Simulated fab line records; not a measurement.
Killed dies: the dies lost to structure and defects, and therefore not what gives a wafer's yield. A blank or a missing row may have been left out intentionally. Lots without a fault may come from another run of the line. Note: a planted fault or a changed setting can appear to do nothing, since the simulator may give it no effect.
Struck lot and sound lot, side by side / flow n5_finfet / 15 steps out of a route of 1938
Sound: these wafers, L132.1, L132.3, L132.5. Wafers struck: L140.2, L140.3, L140.4. At the end, the cause is stated.
Each step with rows lists, per side, the tool, then ch with its chambers, then its first start. Under that, the readings that differ: sound wafers / struck wafers / difference of the means / sigmas: that difference in standard deviations of wafers without a fault.
alike: same words and numbers on both sides, and readings whose means sit less than 2 such deviations apart. not compared: any withheld reading, any reading some wafer has no value for, any bound like >300 that may hide the same value, and any number with overlapping values for which the record gives no deviation.
A row with sigmas, a row that says differs or no value, or rows on one side alone: a step with any of these is where the two part. When numbers do not overlap yet have no deviation, they are printed without sigmas and do not part them. Lack of a reading on every wafer of one side parts them only where that side has two or more wafers.

first, 11 steps without rows for these wafers: N5_DUMMY_GATE_ETCH_29 (etches underlayer in N2/H2, target depth 13 nm); N5_DUMMY_GATE_ETCH_36 (etches SiARC in CF4, target depth 13 nm); N5_DUMMY_GATE_ETCH_37 (etches SOC in N2/H2, target depth 60 nm, overetch 30 nm); N5_DUMMY_GATE_STRIP_38 (strips in N2/H2); N5_DUMMY_GATE_STRIP_39 (strips in N2/H2); N5_DUMMY_GATE_TRIM_49 (chemistry O2, time 29 s, target cd 14 nm); N5_DUMMY_GATE_STRIP_40 (strips in CF4); N5_DUMMY_GATE_ETCH_31 (etches SiO2 in C4F6/O2, target depth 82.5 nm, time 27.5 s); N5_DUMMY_GATE_STRIP_41 (strips in O2); N5_DUMMY_GATE_HM_OPEN_21 (chemistry CH3F/O2, target SiNx, target depth 120 nm, time 171.4 s); N5_DUMMY_GATE_ETCH_32 (etches SiO2 in CF4, target depth 3.5 nm, time 3.9 s).
N5_DUMMY_GATE_ETCH_23: etches poly-Si in HBr/Cl2/O2, target depth 41 nm, time 22.3 s.
  sound on rie_si-02 ch 0,1, day 4 06:40; struck on rie_si-06 ch 0,1,2, day 6 07:27
  no value came back on the struck wafers for any of 5 readings (HBr_flow_sccm (sccm), O2_flow_sccm (sccm) and others); on the sound wafers HBr_flow_sccm (sccm) reads 150.1 149.4 149.1
reading=model.SiO2_of_DUMMY_GATE_PECVD_30.thk_nm (nm); sound=38.6 39.2 39.4; struck=42 42 42.4; difference=+3; sigmas=
  not compared: rf_hours_counter_h
N5_DUMMY_GATE_ETCH_44: etches poly-Si in HBr/O2, stops on SiO2, target depth 127.5 nm.
  sound on rie_si-02 ch 0,1, day 4 06:44; struck on rie_si-06 ch 0,1,2, day 6 07:31
reading=model.SiO2_of_DUMMY_GATE_PECVD_30.thk_nm (nm); sound=37.6 38.2 38.4; struck=41 41 41.4; difference=+3; sigmas=
  alike: HBr_flow_sccm, O2_flow_sccm, drypump_motor_current_A, oes_product_au, throttle_valve_pct
  not compared: rf_hours_counter_h
N5_BEOL_M4_RC_MEAS_101:
  the record has rows for the sound wafers here (prober-01 ch 0, day 9 04:25) and none for the struck ones
N5_PASSIVATION_PROBE_49:
  rows exist in the record for the sound wafers here (prober-02, day 13 04:35), none for the struck ones

== WHERE THEY PART ==
Earliest at N5_DUMMY_GATE_ETCH_23; latest, in this record, at N5_PASSIVATION_PROBE_49.

WHY: what the simulator had put in
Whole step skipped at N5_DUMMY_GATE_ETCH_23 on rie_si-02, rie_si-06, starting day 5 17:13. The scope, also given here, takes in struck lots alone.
